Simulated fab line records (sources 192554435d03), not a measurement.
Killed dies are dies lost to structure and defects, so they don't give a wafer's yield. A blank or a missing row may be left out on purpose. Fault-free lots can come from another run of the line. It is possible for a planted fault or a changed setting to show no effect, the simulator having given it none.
Which of the tools did it?	flow n5Finfet	11 lots with 33 wafers sampled at 2 steps, on a route of 1938 steps

## WHAT THE GAUGES SHOWED, per wafer
N5_ZERO_LAYER_CD_MEAS_11: the cd target is 2000 nm. Usual: cdNm reads 1999.4 nm (standard deviation 2).
lot	measured	on	cdNm (nm)	flag
L199	day 2 00:38	cdSem-02	1998.6 2001.8 2001.6	
L200	day 2 06:38	cdSem-03	1998.9 1998.0 1998.4	
L202	day 2 18:47	cdSem-01	1999.4 1997.1 1997.6	
L205	day 3 13:10	cdSem-02	2000.5 1995.7 1996.7	
L206	day 3 19:59	cdSem-03	1999.6 2000.8 1999.3	
L207	day 4 00:38	cdSem-01	2002.0 2004.4 2000.7	
L208	day 4 06:48	cdSem-02	2003.1 2001.8 1999.5	
L216	day 6 06:38	cdSem-02	2000.2 2000.3 2000.3	
L217	day 6 12:46	cdSem-03	1998.5 1999.1 1998.3	
L218	day 6 18:46	cdSem-03	1997.5 1993.7 1996.4	
L220	day 7 06:47	cdSem-03	2000.7 1999.6 1999.4	

N5_WELL_APT_OVL_MEAS_09. Usual: NWELL_OVL typically reads 3 nm, with standard deviation 6.
lot	measured	on	NWELL_OVL (nm)	flag
L199	day 2 01:35	overlay-02	4 -2 9	
L200	day 2 08:00	overlay-01	9 7 13	
L202	day 2 20:04	overlay-02	0 -1 2	
L205	day 3 14:14	overlay-02	7 -2 3	
L206	day 3 20:57	overlay-02	3 8 2	
L207	day 4 01:43	overlay-01	0 2 -1	
L208	day 4 07:59	overlay-02	2 15 2	
L216	day 6 07:55	overlay-01	3 3 0	
L217	day 6 13:43	overlay-02	2 4 -10	
L218	day 6 19:45	overlay-02	4 0 1	
L220	day 7 07:44	overlay-01	8 1 0	

## TOOL THAT RAN EACH LOT (tool first, then ch and the chambers of the sampled wafers, then the start)
There is no process step in the record ahead of these readings.

## AS READ BY THE TOOLS THEMSELVES (means over the sampled wafers that have a number; for cases with no such wafer, the mark the record gives instead)
The record holds no such reading with a usual standard deviation.

## THE ANSWER, worked out from the rows above alone
Rule: a lot is off if the mean of its wafers that have a number lies more than 3 standard deviations from the usual mean. Also off: a lot with no number at a reading for which 4 or more lots have one. All remaining lots with rows at the step are treated as sound. The gauges are gone through in route order, then the tools' own readings, and for those a lot's mean is taken as printed above. The first step at which some lot is off is used, and at that step the reading that is off furthest; a lot without a number counts as furthest.
None of the lots is off at any reading shown; this tells nothing.

## WHAT WAS PUT IN BY THE SIMULATOR
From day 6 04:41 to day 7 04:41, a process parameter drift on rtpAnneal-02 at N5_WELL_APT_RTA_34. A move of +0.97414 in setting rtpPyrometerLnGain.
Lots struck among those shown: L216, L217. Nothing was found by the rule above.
